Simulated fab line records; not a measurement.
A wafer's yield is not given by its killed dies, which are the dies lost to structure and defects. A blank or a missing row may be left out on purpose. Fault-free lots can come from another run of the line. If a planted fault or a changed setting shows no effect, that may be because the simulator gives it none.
The same fault as seen by 3 desks || flow n5 finfet || each desk has only its own numbers; what lay behind them comes last

== THE METROLOGY DESK ==
Means of the sampled wafers that have a number, per lot and without regard to the tool the lot ran on: this is what the gauges read. A lot is out of limits, marked OUT, if its mean lies more than 4 standard deviations from the usual mean; the brackets give that distance.
Columns: A = cd nm at N5_PASSIVATION_CD_MEAS_30, usual 4000.4 nm; B = PAD_OVL at N5_PASSIVATION_OVL_MEAS_63, usual 2 nm
{"lot": "L295", "first seen here": "day 12 23:38", "A": 3999.0, "B": 2}
{"lot": "L298", "first seen here": "day 13 08:46", "A": 4000.7, "B": 8}
{"lot": "L301", "first seen here": "day 15 14:56", "A": 3999.6, "B": 8}
{"lot": "L307", "first seen here": "day 17 03:39", "A": 4004.0, "B": -7}
{"lot": "L310", "first seen here": "day 17 04:17", "A": 3998.8, "B": 3}
{"lot": "L311", "first seen here": "day 17 14:55", "A": 3999.8, "B": -9}
This desk found nothing out of limits on any of the 6 lots.

== THE DEFECT DESK ==
Counts from the inspections along the route, per lot, as means over the sampled wafers that have a number. A lot is out of limits, marked OUT, if its mean lies more than 4 standard deviations from the usual mean; the brackets give that distance.
Columns: A = raw defect count at N5_PASSIVATION_INSPECT_64, usual 2.0
{"lot": "L295", "first seen here": "day 12 23:41", "A": 0.5}
{"lot": "L298", "first seen here": "day 13 08:49", "A": 1.5}
{"lot": "L301", "first seen here": "day 15 14:59", "A": 1.7}
{"lot": "L307", "first seen here": "day 17 03:42", "A": 2.3}
{"lot": "L310", "first seen here": "day 17 04:20", "A": 2.3}
{"lot": "L311", "first seen here": "day 17 14:58", "A": 2.0}
This desk found nothing out of limits on any of the 6 lots.

== THE TOOL OWNER'S DESK: rie metal-01 ==
The tool's own readings at N5_PASSIVATION_ETCH_59 (etches TaN in Cl2/BCl3, target depth 65 nm, time 34.9 s): means of the sampled wafers that have a number, for each lot that ran on this tool. A lot is out of limits, marked OUT, if its mean lies more than 4 standard deviations from the usual mean; the brackets give that distance.
Columns: A = chamber pressure mTorr at N5_PASSIVATION_ETCH_59, usual 10.003 mTorr; B = drypump motor current A at N5_PASSIVATION_ETCH_59, usual 5.4 A; C = oes product au at N5_PASSIVATION_ETCH_59, usual 0.80 a.u.; D = throttle valve pct at N5_PASSIVATION_ETCH_59, usual 21.12 %
{"lot": "L295", "first seen here": "day 13 00:14", "A": 10.009, "B": 5.1, "C": 1.07, "D": 20.66}
{"lot": "L298", "first seen here": "day 13 09:21", "A": 10.008, "B": 5.5, "C": "1.20 (+4.7) OUT", "D": 20.29}
{"lot": "L310", "first seen here": "day 17 04:53", "A": 10.002, "B": 5.6, "C": 0.76, "D": 21.30}
This desk finds L298 out of limits, L298 being first, at day 13 09:21 (oes product au at N5_PASSIVATION_ETCH_59). Within limits: L295, L310.

== PUT TOGETHER ==
An alarm could have come from the tool owner's desk at day 13 09:21, on L298.
The metrology desk saw nothing out of limits.
Nothing out of limits was seen by the defect desk.
The metrology desk holds a record of L298, inside its limits.
The defect desk has L298 on record, within its limits.
The lots listed all ran N5_PASSIVATION_ETCH_59 on rie metal-01.

== WHAT THE SIMULATOR HAD INSERTED ==
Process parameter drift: rie metal-01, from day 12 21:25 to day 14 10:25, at N5_PASSIVATION_ETCH_59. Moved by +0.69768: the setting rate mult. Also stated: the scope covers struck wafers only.
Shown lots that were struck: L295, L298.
Delay in hours, fault start to first out-of-limits reading, by desk: the tool owner's desk at 12.
